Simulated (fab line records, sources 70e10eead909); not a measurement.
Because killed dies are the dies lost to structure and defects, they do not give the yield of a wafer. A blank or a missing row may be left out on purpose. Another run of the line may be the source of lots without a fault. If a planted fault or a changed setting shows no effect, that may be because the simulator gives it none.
fab line records	flow nandHarc
[record] lots = 11	wafers = 33	lastDay = 34
route steps=1302 shown A_CHANNEL_HOLE_D1@478 A_CHANNEL_FILL_D1@500 END@1302
lots that met no fault: taken from a fault-free run of the same line
startH: hours from the record's opening day to when the first of the lot's shown wafers began	waitH: how many hours have passed since the lot's step before this one	" the same as in the row above	L1.1+2: a single row standing in for several wafers	- value missing, or start not given	* or withheld: withheld	< > ~ a bound
route shown NAME@n: a module of which the file shows steps, and the number in the route of the first	usual: mean/standard deviation of fault-free wafers	same: alike in all rows	chamber/n: place in a boat	sites: per-site readings	_std_site: their standard deviation	_edge_site: inner sites' mean taken away from outer sites' mean	radiusMm: for every site, how far away it sits from the centre of the wafer	mask NAME#n: copy n	behind: the most recent tool/chamber to have shaped the wafer	hold: what put the lot on hold/how long, in hours/how the hold closed	device: names the non-switching transistor (n, p or np)	end of line: tests of these same wafers at the route's end	a step without rows: its recipe alone	killed: dies that structure and defects cost at the first sort, which is not the same as the wafer's yield	map: per-die view of a wafer (x killed, . not killed, _ where there is no die)
set.NAME: the setting the step ran with; set.NAME@STEP: the setting that earlier step ran with	model.NAME: the simulator's own value behind a step, which no gauge read
a sample of lots followed through the steps of the route, with each step as a table and each wafer as a row
services: a tool's chamber out of use, with start hour (startH, from the record's first day; less than 0 if before it), hours out, and reason
[[steps]]
[step NHARC_A_CHANNEL_HOLE_D1_ETCH_26]
[recipe] biasV = 300	sourceW = 2000	pressureMtorr = 30	timeS = 224.1	arFlowSccm = 375	c4f8FlowSccm = 11.4	o2FlowSccm = 113.6	tempC = -20	targetDepthA = 3000	chemistry = C4F8/O2/Ar
[usual] chamberPressureMTorr = 30.003/0.027	drypumpMotorCurrentA = 5.6/0.46	showerheadPlenumPTorr = 3.65/0.14	throttleValvePct = 24.586/0.0099
[same] timeS = 224.1
lot.wafer	tool	chamber	startH	waitH	chamberPressureMTorr	drypumpMotorCurrentA	rfHoursCounterH	showerheadPlenumPTorr	throttleValvePct
L751.2	harEtch-01	1	179.68	0.7	30.000	6.2	91	3.78	24.571
L751.5	"	1	"	"	30.027	6.2	-	3.78	24.594
L751.6	"	0	"	"	29.979	5.5	-	3.58	24.587
L757.3	harEtch-01	0	248.72	0.4	29.976	5.5	-	3.56	24.600
L757.5	"	1	"	"	30.006	6.2	-	3.76	24.577
L757.6	"	0	"	"	30.003	5.5	-	3.57	24.576
L759.1	harEtch-01	0	273.18	0.7	29.962	5.5	141	3.56	24.575
L759.2	"	1	"	"	30.018	6.2	141	3.75	24.586
L759.4	"	1	"	"	30.048	6.2	-	3.75	24.567
L760.2	harEtch-02	1	274.80	0.6	29.978	5.5	341	3.43	24.571
L760.3	"	0	"	"	29.980	4.9	-	3.69	24.573
L760.6	"	1	"	"	30.035	5.5	-	3.43	24.585
L763.2	harEtch-02	0	303.78	0.6	29.972	4.9	360	3.68	24.581
L763.4	"	1	"	"	29.992	5.5	-	3.42	24.584
L763.5	"	1	"	"	29.992	5.5	-	3.42	24.596
L765.1	harEtch-01	0	327.21	0.6	30.037	5.5	171	3.54	24.581
L765.6	"	1	"	"	30.026	6.2	-	3.73	24.581
L765.5	"	0	"	"	30.032	5.4	-	3.54	24.591
L770.4	harEtch-01	0	377.06	0.4	29.977	5.5	-	3.52	24.592
L770.5	"	1	"	"	30.000	6.2	-	3.71	24.576
L770.6	"	0	"	"	30.029	5.5	-	3.52	24.597
L771.1	harEtch-01	0	393.23	0.7	30.005	5.4	221	3.51	24.580
L771.4	"	0	"	"	30.004	5.5	-	3.51	24.601
L771.6	"	1	"	"	29.989	6.2	-	3.70	24.578
L773.1	harEtch-01	0	401.18	0.7	30.046	5.5	229	3.51	24.575
L773.4	"	1	"	"	30.014	6.2	-	3.70	24.566
L773.6	"	0	"	"	30.023	5.4	-	3.51	24.595
L772.1	harEtch-02	1	404.71	0.6	29.950	5.5	4	3.98	24.592
L772.3	"	1	"	"	30.011	5.5	-	3.98	24.585
L772.6	"	0	"	"	29.980	4.9	-	3.65	24.597
L774.2	harEtch-02	0	413.04	0.6	29.961	4.9	11	3.65	24.595
L774.3	"	1	"	"	30.046	5.5	-	3.98	24.597
L774.5	"	1	"	"	29.983	5.5	-	3.98	24.579
[step NHARC_A_CHANNEL_HOLE_D1_STRIP_27]
[recipe] o2FlowSccm = 500	arFlowSccm = 0	biasW = 0	chemistry = O2
[usual] chamberPressureMTorr = 60.00/0.054	drypumpMotorCurrentA = 5.7/0.34	oesProductAu = 1.001/0.011	rfVppV = 57.8/0.89	showerheadPlenumPTorr = 3.52/0.098	throttleValvePct = 17.036/0.0097
lot.wafer	tool	chamber	startH	waitH	chamberPressureMTorr	drypumpMotorCurrentA	oesProductAu	rfHoursCounterH	rfVppV	showerheadPlenumPTorr	throttleValvePct
L751.2	rieDiel-11	0	-	-	59.95	5.7	1.007	7	58.3	3.43	17.045
L751.5	"	0	"	"	60.04	5.7	1.004	-	58.1	3.43	17.020
L751.6	"	1	"	"	60.03	5.9	0.988	-	58.4	3.66	17.013
L757.3	rieDiel-11	0	-	-	59.99	5.7	1.010	14	57.8	3.43	17.038
L757.6	"	2	"	"	60.01	5.2	0.999	-	57.9	3.58	17.035
L757.5	"	3	"	"	60.00	5.5	1.000	-	56.8	3.52	17.044
L759.4	rieDiel-11	2	-	-	59.91	5.2	1.006	1	57.7	3.58	17.036
L759.1	"	3	"	"	59.95	5.4	1.004	1	57.5	3.52	17.021
L759.2	"	1	"	"	60.02	5.9	1.005	1	58.2	3.65	17.031
L760.3	rieDiel-11	3	-	-	60.00	5.5	0.993	1	58.3	3.52	17.026
L760.2	"	0	"	"	60.07	5.7	0.982	1	57.3	3.43	17.028
L760.6	"	1	"	"	60.07	5.9	1.008	-	60.5	3.65	17.043
L763.4	rieDiel-11	1	-	-	60.00	5.9	1.008	4	56.5	3.65	17.037
L763.2	"	0	"	"	60.04	5.7	0.977	4	56.5	3.43	17.062
L763.5	"	1	"	"	60.00	5.9	1.010	-	58.9	3.65	17.029
L765.1	rieDiel-11	3	-	-	60.05	5.4	0.993	6	56.8	3.52	17.048
L765.5	"	0	"	"	59.96	5.7	0.983	-	56.3	3.43	17.043
L765.6	"	2	"	"	59.95	5.2	1.002	-	58.5	3.58	17.036
L770.6	rieDiel-11	2	-	-	60.04	5.2	0.986	-	58.6	3.58	17.028
L770.4	"	0	"	"	60.01	5.7	0.984	-	57.9	3.42	17.042
L770.5	"	1	"	"	60.06	5.9	1.002	-	56.7	3.65	17.031
L771.4	rieDiel-11	3	-	-	60.02	5.4	0.984	10	57.5	3.52	17.037
L771.1	"	0	"	"	60.01	5.7	0.995	11	56.9	3.42	17.018
L771.6	"	2	"	"	59.99	5.2	1.003	-	58.0	3.58	17.035
L773.4	rieDiel-11	3	-	-	59.90	5.5	0.985	11	57.4	3.52	17.044
L773.1	"	0	"	"	60.02	5.6	0.988	11	57.9	3.42	17.026
L773.6	"	3	"	"	60.08	5.5	1.002	-	55.6	3.52	17.032
L772.1	rieDiel-11	1	-	-	60.03	5.8	1.018	11	57.6	3.65	17.045
L772.3	"	0	"	"	60.04	5.7	0.980	12	57.3	3.42	17.029
L772.6	"	2	"	"	59.93	5.2	1.022	-	57.3	3.57	17.015
L774.2	rieDiel-11	0	-	-	59.96	5.7	0.974	12	56.7	3.42	17.041
L774.3	"	2	"	"	60.03	5.2	1.000	14	57.2	3.58	17.048
L774.5	"	0	"	"	59.97	5.7	0.980	-	58.0	3.42	17.051
[step NHARC_A_CHANNEL_FILL_D1_ETCHBACK_20]
[recipe] targetDepthA = 270	timeS = 13.5	c4f8FlowSccm = withheld	o2FlowSccm = 8	arFlowSccm = withheld	rfW = 600	biasW = 1500	chemistry = C4F8/O2/Ar
[usual] biasW = 1499/4.5	chamberPressureMTorr = 24.998/0.024	oesProductAu = 0.97/0.034	rfVppV = 980/5.6	timeS = 13.5/0
lot.wafer	tool	chamber	startH	waitH	biasW	chamberPressureMTorr	oesProductAu	rfHoursCounterH	rfVppV	timeS
L751.2	rieDiel-06	3	208.14	-	1496	24.992	1.00	3.0	977	13.5
L751.6	"	1	"	"	1501	24.997	1.02	-	986	13.5
L751.5	"	2	"	"	1499	25.020	1.01	-	981	13.5
L757.3	rieDiel-01	0	275.14	-	1501	24.970	0.99	4.1	987	13.5
L757.6	"	0	"	"	1492	25.004	1.01	-	987	13.5
L757.5	"	1	"	"	1500	24.983	0.99	-	976	13.5
L759.1	rieDiel-03	0	300.86	-	1498	24.966	1.00	0.6	974	13.5
L759.4	"	1	"	"	1506	24.967	1.01	1.1	985	13.5
L759.2	"	3	"	"	1504	24.993	1.01	0.7	989	13.5
L760.3	rieDiel-06	1	300.88	-	1500	24.984	1.01	7.8	986	13.5
L760.2	"	2	"	"	1492	24.970	0.99	8.0	982	13.5
L760.6	"	3	"	"	1498	24.990	1.00	-	978	13.5
L763.4	rieDiel-06	0	327.03	-	-	-	-	-	-	-
L763.2	"	1	"	"	-	-	-	-	-	-
L763.5	"	0	"	"	-	-	-	-	-	-
L765.1	rieDiel-06	2	354.49	-	-	-	-	-	-	-
L765.5	"	1	"	"	-	-	-	-	-	-
L765.6	"	2	"	"	-	-	-	-	-	-
L770.4	rieDiel-03	1	404.63	-	1504	25.011	0.94	5.1	988	13.5
L770.6	"	2	"	"	1496	25.023	0.92	-	979	13.5
L770.5	"	3	"	"	1503	24.995	0.94	-	987	13.5
L771.1	rieDiel-01	0	419.45	-	1501	24.945	0.99	1.6	987	13.5
L771.4	"	1	"	"	1505	25.015	0.97	1.4	975	13.5
L771.6	"	3	"	"	1495	25.014	0.99	-	973	13.5
L773.1	rieDiel-03	2	427.51	-	1495	25.025	0.90	6.5	978	13.5
L773.4	"	3	"	"	1499	25.034	0.94	6.2	987	13.5
L773.6	"	3	"	"	1498	25.005	0.93	-	988	13.5
L772.1	rieDiel-06	1	431.87	-	1502	24.982	0.93	6.0	987	13.5
L772.3	"	2	"	"	1500	24.969	0.92	5.5	982	13.5
L772.6	"	1	"	"	1500	24.960	0.92	-	986	13.5
L774.3	rieDiel-01	0	441.06	-	1494	25.033	0.93	3.4	986	13.5
L774.2	"	3	"	"	1500	24.995	0.94	2.8	974	13.5
L774.5	"	1	"	"	1496	25.013	0.94	-	976	13.5
[step NHARC_A_CHANNEL_FILL_D1_STRIP_29]
[recipe] timeS = 20	o2FlowSccm = 500	arFlowSccm = 0	biasW = 0	chemistry = O2
[usual] chamberPressureMTorr = 60.00/0.053	drypumpMotorCurrentA = 5.66/0.24	oesProductAu = 0.999/0.011	rfVppV = 57.8/0.89	showerheadPlenumPTorr = 3.56/0.13	throttleValvePct = 17.036/0.0088
[same] timeS = 20
lot.wafer	tool	chamber	startH	waitH	chamberPressureMTorr	drypumpMotorCurrentA	oesProductAu	rfHoursCounterH	rfVppV	showerheadPlenumPTorr	throttleValvePct
L751.2	rieDiel-06	0	228.02	0.1	60.08	5.54	0.990	3.8	58.1	3.41	17.033
L751.5	"	0	"	"	60.01	5.53	0.984	-	57.8	3.41	17.027
L751.6	"	3	"	"	59.96	5.42	1.008	-	57.8	3.48	17.036
L757.3	rieDiel-06	3	-	-	60.00	5.42	1.001	7.6	57.0	3.48	17.032
L757.6	"	2	"	"	59.93	5.81	0.994	-	58.6	3.61	17.032
L757.5	"	3	"	"	60.03	5.43	1.008	-	56.3	3.48	17.028
L759.2	rieDiel-01	2	-	-	60.01	5.51	1.007	6.5	59.1	3.57	17.045
L759.4	"	3	"	"	60.05	5.88	0.995	7.2	57.7	3.41	17.039
L759.1	"	0	"	"	59.97	5.81	1.007	7.3	58.0	3.73	17.019
L760.3	rieDiel-03	0	-	-	59.94	5.67	0.999	1.8	56.7	3.40	17.021
L760.2	"	1	"	"	60.02	5.78	1.020	2.1	59.6	3.76	17.032
L760.6	"	3	"	"	60.00	6.15	1.022	-	57.8	3.76	17.044
L763.4	rieDiel-06	1	-	-	60.03	5.85	1.005	1.5	58.7	3.74	17.042
L763.2	"	2	"	"	59.98	5.81	1.000	1.3	57.8	3.61	17.049
L763.5	"	0	"	"	59.98	5.57	0.982	-	57.1	3.41	17.030
L765.1	rieDiel-06	1	-	-	60.07	5.85	1.001	3.2	58.9	3.74	17.032
L765.6	"	0	"	"	59.91	5.55	0.981	-	57.0	3.40	17.028
L765.5	"	1	"	"	59.94	5.82	0.996	-	58.0	3.74	17.019
L770.4	rieDiel-06	2	-	-	60.03	5.81	0.996	4.7	56.8	3.61	17.033
L770.5	"	0	"	"	60.14	5.52	0.981	-	57.8	3.40	17.040
L770.6	"	1	"	"	59.90	5.87	1.004	-	58.4	3.74	17.034
L771.4	rieDiel-01	2	-	-	59.98	5.50	1.007	2.7	58.0	3.56	17.034
L771.1	"	0	"	"	60.05	5.85	0.986	3.4	58.3	3.73	17.048
L771.6	"	3	"	"	60.02	5.90	1.014	-	56.9	3.41	17.013
L773.4	rieDiel-01	3	-	-	60.06	5.89	0.989	2.9	58.2	3.41	17.040
L773.1	"	1	"	"	59.98	5.22	1.003	3.3	57.2	3.47	17.045
L773.6	"	0	"	"	59.93	5.84	0.998	-	57.7	3.73	17.034
L772.3	rieDiel-06	3	-	-	59.93	5.40	1.010	6.8	57.2	3.48	17.021
L772.1	"	1	"	"	59.99	5.87	1.013	6.6	56.7	3.74	17.039
L772.6	"	3	"	"	60.10	5.42	1.005	-	57.9	3.48	17.054
L774.3	rieDiel-01	3	-	-	60.08	5.87	0.985	3.6	57.9	3.41	17.027
L774.2	"	0	"	"	59.89	5.82	0.994	4.2	58.7	3.73	17.048
L774.5	"	3	"	"	59.97	5.89	0.992	-	56.9	3.41	17.039
[step NHARC_END_SORT_01]
[recipe] tempC = 25
[usual] killedAtArray = 59/20	killedAtOther = 0.8/1.2	killedAtPeriphery = 3.5/2.2	killedDies = 63/20	killedOpen = 3.3/1.8	killedShort = 2.6/1.7
[same] grossDies = 677
lot.wafer	tool	chamber	startH	waitH	killedAtArray	killedAtOther	killedAtPeriphery	killedDies	killedOpen	killedShort
L763.2	prober-01	0	679.39	2.8	675	1	1	677	1	5
L763.4	prober-01	0	680.98	3.4	676	0	1	677	4	4
L763.5	prober-01	0	681.78	3.7	676	0	1	677	4	1
L765.1	prober-02	0	693.15	2.5	672	1	4	677	5	3
L765.5	prober-02	0	696.34	3.7	673	1	3	677	2	3
L765.6	prober-02	0	697.14	4.0	672	0	5	677	3	4
L770.4	prober-01	0	763.93	3.4	76	2	5	83	7	3
L771.1	prober-02	0	768.96	2.5	39	0	6	45	7	2
L771.4	prober-02	0	771.40	3.4	42	0	8	50	2	2
L771.6	prober-02	0	773.03	4.1	40	0	8	48	5	5
// killed by level:class
L763.2 A_CHANNEL_FILL_D1:areaEtchback=575 A_SLIT:chamberFilmFlake=29 A_CHANNEL_HOLE_D1:chamberFilmFlake=28 A_CHANNEL_HOLE_D2:chamberFilmFlake=26 A_CONTACT:chamberFilmFlake=7 A_DECK1_JOINT:geometricParticle:short=2 A_CHANNEL_HOLE_D1:geometricParticle:short=1 A_CHANNEL_HOLE_D2:geometricParticle:short=1
L763.4 A_CHANNEL_FILL_D1:areaEtchback=578 A_CHANNEL_HOLE_D1:chamberFilmFlake=38 A_SLIT:chamberFilmFlake=27 A_CHANNEL_HOLE_D2:chamberFilmFlake=11 A_CONTACT:chamberFilmFlake=10 A_WL_FILL:geometricParticle:short=2 A_STAIRCASE:chamberFilmFlake=2 P_GATE:geometricParticle:open=1
L763.5 A_CHANNEL_FILL_D1:areaEtchback=584 A_SLIT:chamberFilmFlake=37 A_CHANNEL_HOLE_D1:chamberFilmFlake=26 A_CHANNEL_HOLE_D2:chamberFilmFlake=16 A_CONTACT:chamberFilmFlake=5 P_CONTACT:geometricParticle:open=1 A_CHANNEL_FILL_D1:geometricParticle:open=1 A_DECK1_JOINT:geometricParticle:short=1
L765.1 A_CHANNEL_FILL_D1:areaEtchback=606 A_SLIT:chamberFilmFlake=27 A_CHANNEL_HOLE_D2:chamberFilmFlake=19 A_CHANNEL_HOLE_D1:chamberFilmFlake=5 A_CONTACT:chamberFilmFlake=5 A_WL_FILL:chamberFilmFlake=3 A_DECK1_JOINT:geometricParticle:short=2 A_BLC:geometricParticle:open=2
L765.5 A_CHANNEL_FILL_D1:areaEtchback=608 A_SLIT:chamberFilmFlake=37 A_CHANNEL_HOLE_D2:chamberFilmFlake=11 A_CHANNEL_HOLE_D1:chamberFilmFlake=6 A_CONTACT:chamberFilmFlake=5 P_M0:geometricParticle:open=2 A_ONON_D1:geometricParticle:short=2 A_WL_FILL:chamberFilmFlake=2
L765.6 A_CHANNEL_FILL_D1:areaEtchback=612 A_SLIT:chamberFilmFlake=22 A_CHANNEL_HOLE_D2:chamberFilmFlake=14 A_CONTACT:chamberFilmFlake=7 A_CHANNEL_HOLE_D1:chamberFilmFlake=6 A_WL_FILL:chamberFilmFlake=3 P_GATE:chamberFilmFlake=2 P_CONTACT:chamberFilmFlake=2
L770.4 A_CHANNEL_HOLE_D2:chamberFilmFlake=29 A_SLIT:chamberFilmFlake=22 A_CHANNEL_HOLE_D1:chamberFilmFlake=12 P_STI:chamberFilmFlake=3 A_STAIRCASE:chamberFilmFlake=3 P_STI:geometricParticle:open=1 A_ONON_D1:geometricParticle:open=1 A_CHANNEL_FILL_D1:geometricParticle:open=1
L771.1 A_CHANNEL_HOLE_D1:chamberFilmFlake=12 A_SLIT:chamberFilmFlake=10 A_STAIRCASE:chamberFilmFlake=7 P_CONTACT:geometricParticle:open=2 P_GATE:chamberFilmFlake=2 A_M1:chamberFilmFlake=2 P_M0:geometricParticle:open=1 A_CHANNEL_HOLE_D1:geometricParticle:open=1
L771.4 A_CHANNEL_HOLE_D1:chamberFilmFlake=15 A_SLIT:chamberFilmFlake=8 A_STAIRCASE:chamberFilmFlake=7 A_CONTACT:chamberFilmFlake=5 P_ZERO_WELL:chamberFilmFlake=3 P_GATE:chamberFilmFlake=3 A_WL_FILL:chamberFilmFlake=2 P_CONTACT:geometricParticle:open=1
L771.6 A_CHANNEL_HOLE_D1:chamberFilmFlake=20 A_SLIT:chamberFilmFlake=7 A_STAIRCASE:chamberFilmFlake=4 P_GATE:chamberFilmFlake=3 P_CONTACT:geometricParticle:short=1 P_CONTACT:geometricParticle:open=1 A_ONON_D1:geometricParticle:open=1 A_ONON_D2:geometricParticle:short=1
[[services]]
tool	chamber	startH	hours	kind
rieDiel-01	1	179.14	2.4	repair
rieDiel-01	-	203.80	9.0	pm
rieDiel-11	-	208.00	0.4	repair
rieDiel-11	0	209.00	6.9	repair
rieDiel-06	1	227.82	1.7	repair
rieDiel-11	1	231.43	1.4	repair
rieDiel-11	-	255.50	9.0	pm
rieDiel-01	2	276.71	2.2	repair
rieDiel-06	2	288.14	3.3	repair
rieDiel-11	-	295.58	0.6	repair
rieDiel-06	1	303.97	2.9	repair
rieDiel-06	-	307.30	9.0	pm
rieDiel-11	1	320.92	8.0	repair
rieDiel-01	2	364.86	11.0	repair
rieDiel-11	3	375.94	9.2	repair
rieDiel-01	-	380.80	9.0	pm
rieDiel-06	2	387.48	1.7	repair
rieDiel-01	0	393.14	9.0	repair
rieDiel-11	-	420.88	1.4	repair
rieDiel-11	-	432.50	9.0	pm
rieDiel-06	1	434.92	2.4	repair
rieDiel-11	2	451.38	3.3	repair
rieDiel-06	1	455.89	3.6	repair
rieDiel-06	0	458.89	4.4	repair
[[key]]
[firstSign] step = NHARC_A_CHANNEL_FILL_D1_ETCHBACK_20	reading = toolRecord	direction = missing
[effect] step = NHARC_END_SORT_01	reading = killedAtArray	direction = up	sigmas = 31	usual = 59	struck = 674
[moreKillsBornAt] NHARC_A_CHANNEL_FILL_D1_ETCHBACK_20@rieDiel-06 = 3561
metAt NHARC_A_CHANNEL_FILL_D1_ETCHBACK_20
struckLots L763,L765
laterRowsLeftOut L763.2,L763.4,L763.5,L765.1,L765.5,L765.6
testerLeftOut L763,L765
notActingAt NHARC_A_CHANNEL_HOLE_D1_ETCH_26,NHARC_A_CHANNEL_HOLE_D1_STRIP_27,NHARC_A_CHANNEL_FILL_D1_STRIP_29
onsetBetween 300.88 327.03
[fault] kind = skippedStepWhole	tool = rieDiel-06	chamber = -	onsetH = 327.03	steps = NHARC_A_CHANNEL_FILL_D1_ETCHBACK_20	scope = struckLotsOnly
// testerLeftOut: of these lots the tester's yield and bins aren't shown, on N5 and GAA mostly nor the transistor test; their killed dies are dies lost to structure and defects alone, not to doping, threshold or leakage, so they don't give the yield
// laterRowsLeftOut: the simulator's readings of these wafers behind a module that went badly wrong aren't trusted and aren't shown, but for the sort
